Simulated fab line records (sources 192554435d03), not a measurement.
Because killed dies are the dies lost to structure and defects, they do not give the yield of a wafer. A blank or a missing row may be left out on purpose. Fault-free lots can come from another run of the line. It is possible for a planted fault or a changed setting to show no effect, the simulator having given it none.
Matching of chambers / flow n5Finfet / N5_ZERO_LAYER_ETCH_18 on rieSi-01: 4 sister chambers
The step etches Si in HBr/Cl2, target depth 120 nm, time 40 s. 8 wafers are shown with their chamber, then 7 later ones without.

== WAFERS PAIRED WITH THEIR CHAMBERS ==
wafer=L077.1; chamber=1; throttleValvePct (%)=36.54; oesProductAu (a.u.)=0.998
wafer=L079.4; chamber=1; throttleValvePct (%)=36.53; oesProductAu (a.u.)=1.011
wafer=L084.2; chamber=3; throttleValvePct (%)=36.18; oesProductAu (a.u.)=1.007
wafer=L089.1; chamber=0; throttleValvePct (%)=36.59; oesProductAu (a.u.)=1.007
wafer=L089.5; chamber=3; throttleValvePct (%)=36.19; oesProductAu (a.u.)=1.005
wafer=L089.6; chamber=2; throttleValvePct (%)=36.15; oesProductAu (a.u.)=0.989
wafer=L090.1; chamber=0; throttleValvePct (%)=36.58; oesProductAu (a.u.)=1.007
wafer=L090.3; chamber=2; throttleValvePct (%)=36.14; oesProductAu (a.u.)=0.996

== WAFERS WHOSE CHAMBER IS MISSING ==
wafer=L090.4; throttleValvePct (%)=36.55; oesProductAu (a.u.)=1.005
wafer=L095.3; throttleValvePct (%)=36.19; oesProductAu (a.u.)=1.016
wafer=L095.4; throttleValvePct (%)=36.60; oesProductAu (a.u.)=1.010
wafer=L095.6; throttleValvePct (%)=36.19; oesProductAu (a.u.)=0.999
wafer=L097.1; throttleValvePct (%)=36.56; oesProductAu (a.u.)=1.008
wafer=L097.3; throttleValvePct (%)=36.18; oesProductAu (a.u.)=1.003
wafer=L097.5; throttleValvePct (%)=36.61; oesProductAu (a.u.)=0.993

== EACH ONE'S CHAMBER ==
wafer=L090.4; from the rows above=1; in truth=1
wafer=L095.3; from the rows above=3; in truth=3
wafer=L095.4; from the rows above=0; in truth=0
wafer=L095.6; from the rows above=3; in truth=3
wafer=L097.1; from the rows above=can't be placed: 0 or 1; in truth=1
wafer=L097.3; from the rows above=3; in truth=3
wafer=L097.5; from the rows above=0; in truth=0
Placed correctly: 6 of 7. Can't be placed from these rows: 1 (the true chamber is among the candidates in 1). 0 placed wrongly.
How it was worked out, from the rows above alone: a wafer's distance from a chamber is the root of the sum, over the readings, of the square of ((its reading less the chamber's mean) divided by the reading's scatter). The wafer belongs to the nearest chamber; if the next one is less than 2 further off, it can't be placed. The mean given for a chamber averages the wafers shown for that chamber. The scatter is the square root of a quotient: the sum, over the shown wafers, of each reading's squared deviation from its chamber's mean, divided by wafers minus chambers.
